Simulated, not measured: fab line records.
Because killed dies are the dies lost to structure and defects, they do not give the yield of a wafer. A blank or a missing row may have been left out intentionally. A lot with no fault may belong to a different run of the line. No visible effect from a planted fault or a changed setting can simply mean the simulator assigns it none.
Chamber matching | flow n5 finfet | pecvd-03 running N5_BEOL_M15_ILD_DEP_00: 3 sister chambers
The step deposits SiO2 from TEOS/O2, target thk 1629.3 nm, time 346.1 s. 20 wafers are shown with their chamber, then 10 later ones without.

== WAFERS, EACH WITH ITS CHAMBER ==
wafer  | chamber | showerhead vpp V (V) | throttle valve pct (%) | heater power w (W)
L075.1 | 1       | 1870                 | 18.1                   | 631
L075.3 | 2       | 1713                 | 17.3                   | 601
L075.6 | 1       | 1883                 | 18.1                   | 514
L077.2 | 1       | 1894                 | 18.1                   | 662
L077.3 | 0       | 1974                 | 18.0                   | 579
L077.6 | 2       | 1696                 | 17.4                   | 467
L076.1 | 2       | 1688                 | 17.3                   | 498
L076.2 | 0       | 2006                 | 18.2                   | 611
L076.3 | 1       | 1866                 | 18.0                   | 672
L080.2 | 0       | 2008                 | 18.1                   | 586
L080.3 | 2       | 1685                 | 17.1                   | 618
L080.6 | 2       | 1675                 | 17.2                   | 474
L083.1 | 1       | 1876                 | 18.1                   | 594
L083.3 | 2       | 1694                 | 17.3                   | 554
L083.6 | 0       | 2042                 | 17.9                   | 615
L090.3 | 2       | 1696                 | 17.3                   | 474
L090.4 | 1       | 1828                 | 18.2                   | 628
L090.6 | 2       | 1704                 | 17.3                   | 564
L093.1 | 1       | 1843                 | 18.4                   | 637
L093.3 | 0       | 2052                 | 17.9                   | 535

SIGNATURES (means of the wafers above)
reading            | chamber 0 | chamber 1 | chamber 2 | scatter within a chamber
showerhead vpp V   | 2016.40   | 1865.71   | 1693.88   | 21.7
throttle valve pct | 18.020    | 18.143    | 17.275    | 0.114
heater power w     | 585.20    | 619.71    | 531.25    | 52.4
Rule: for each reading, subtract the chamber's mean from the wafer's reading, divide by that reading's scatter and square the result; add these up over the readings and take the root, which gives the wafer's distance from the chamber. The wafer belongs to the nearest chamber; if the next one is less than 2 further off, it can't be placed. The scatter is the square root of a quotient: the sum, over the shown wafers, of each reading's squared deviation from its chamber's mean, divided by wafers minus chambers.

== WAFERS WITHOUT THEIR CHAMBER ==
wafer  | showerhead vpp V (V) | throttle valve pct (%) | heater power w (W)
L093.4 | 1712                 | 17.2                   | 487
L092.1 | 1703                 | 17.4                   | 616
L092.2 | 1873                 | 17.7                   | 598
L092.6 | 1708                 | 17.4                   | 474
L095.2 | 2002                 | 17.9                   | 516
L095.3 | 1696                 | 17.4                   | 519
L095.5 | 1878                 | 18.1                   | 664
L097.2 | 1877                 | 18.2                   | 536
L097.3 | 2017                 | 18.1                   | 590
L097.6 | 1858                 | 18.2                   | 655

== WHICH CHAMBER EACH WENT THROUGH ==
wafer  | from the rows above | in truth
L093.4 | 2                   | 2
L092.1 | 2                   | 2
L092.2 | 1                   | 1
L092.6 | 2                   | 2
L095.2 | 0                   | 0
L095.3 | 2                   | 2
L095.5 | 1                   | 1
L097.2 | 1                   | 1
L097.3 | 0                   | 0
L097.6 | 1                   | 1
10 of 10 placed correctly. Can't be placed from these rows: 0. 0 placed wrongly.
